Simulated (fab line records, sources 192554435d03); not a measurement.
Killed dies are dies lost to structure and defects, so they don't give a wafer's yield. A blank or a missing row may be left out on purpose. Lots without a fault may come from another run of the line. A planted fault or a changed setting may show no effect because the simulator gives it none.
One fault seen from 3 desks | flow n5_finfet | each desk has only its own numbers; what lay behind them comes last

THE TOOL OWNER'S DESK: rie_si-02
The tool's own readings at N5_SDB_CUT_ETCH_26 (etches Si in HBr/Cl2/O2, target depth 129.6 nm, bt time 20 s, time 51.8 s): means of the sampled wafers that have a number, for each lot that ran on this tool. A lot is out of limits, marked OUT, if its mean lies more than 4 standard deviations from the usual mean; the brackets give that distance.
Columns: A = drypump_motor_current_A at N5_SDB_CUT_ETCH_26, usual 5.9 A; B = oes_o_777_au at N5_SDB_CUT_ETCH_26, usual 0.99 a.u.; C = oes_product_au at N5_SDB_CUT_ETCH_26, usual 0.991 a.u.; D = throttle_valve_pct at N5_SDB_CUT_ETCH_26, usual 37.24 %
lot  | first seen here | A   | B               | C     | D
L289 | day 4 08:19     | 5.5 | 0.96            | 0.986 | 37.38
L298 | day 6 16:28     | 5.3 | 1.39 (+12) OUT  | 1.000 | 37.29
L301 | day 7 07:29     | 5.5 | 1.19 (+5.9) OUT | 0.984 | 37.34
This desk's finding: out of limits on L298, L301; first on L298, day 6 16:28 (oes_o_777_au at N5_SDB_CUT_ETCH_26). In limits: L289.

THE DEFECT DESK
What the inspections along the route counted, lot by lot: means of the sampled wafers that have a number. A lot is out of limits, marked OUT, if its mean lies more than 4 standard deviations from the usual mean; the brackets give that distance.
Columns: A = raw_defect_count at N5_SDB_INSPECT_13, usual 75
lot  | first seen here | A
L289 | day 4 07:27     | 95
L295 | day 5 19:39     | 112
L298 | day 6 15:14     | 60
L301 | day 7 06:34     | 110
L307 | day 8 19:19     | 38
L308 | day 9 02:11     | 79
This desk's finding: nothing out of limits on any of the 6 lots.

THE METROLOGY DESK
What the gauges read, lot by lot, whatever tool the lot ran on: means of the sampled wafers that have a number. A lot is out of limits, marked OUT, if its mean lies more than 4 standard deviations from the usual mean; the brackets give that distance. Of its 11 readings 7 are shown: those that lie furthest out on some lot.
Columns: A = SDB_OVL at N5_SDB_OVL_MEAS_12, usual -0.1 nm; B = DIBL_N at N5_BEOL_M4_RC_MEAS_101, usual 36.3 mV/V; C = IOFF_P at N5_BEOL_M4_RC_MEAS_101, usual 0.22 nA/um; D = ION_P at N5_BEOL_M4_RC_MEAS_101, usual 465 uA/um; E = SS_P at N5_BEOL_M4_RC_MEAS_101, usual 73.3 mV/dec; F = VT_N at N5_BEOL_M4_RC_MEAS_101, usual 249.8 mV; G = VT_P at N5_BEOL_M4_RC_MEAS_101, usual -249 mV
lot  | first seen here | A    | B    | C    | D   | E    | F     | G
L289 | day 4 07:25     | -0.7 | 36.2 | 0.19 | 457 | 73.0 | 249.3 | -251
L295 | day 5 19:38     | -0.8 | 38.1 | 0.24 | 469 | 73.6 | 250.2 | -247
L298 | day 6 15:13     | 0.2  | 36.3 | 0.18 | 453 | 73.1 | 250.0 | -255
L301 | day 7 06:32     | -0.1 | 36.5 | 0.21 | 459 | 73.8 | 248.8 | -252
L307 | day 8 19:17     | 0.2  | 36.8 | 0.24 | 465 | 73.4 | 247.1 | -246
L308 | day 9 02:09     | 0.1  | 36.6 | 0.24 | 471 | 73.8 | 249.2 | -246
This desk's finding: nothing out of limits on any of the 6 lots.

PUT TOGETHER
The tool owner's desk could have raised an alarm at day 6 16:28, on L298, L301.
The defect desk saw nothing out of limits.
The metrology desk saw nothing out of limits.
The defect desk has L298, L301 on record, within its limits.
The metrology desk has L298, L301 on record, within its limits.
Of the lots named, all ran N5_SDB_CUT_ETCH_26 on rie_si-02.

WHAT THE SIMULATOR HAD PUT IN
Process parameter drift: rie_si-02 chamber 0, from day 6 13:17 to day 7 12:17, at N5_SDB_CUT_ETCH_26. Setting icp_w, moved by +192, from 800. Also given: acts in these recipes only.
Lots struck among those shown: L298, L301.
Hours from the fault's start to each desk's first reading out of limits: the tool owner's desk, 3.
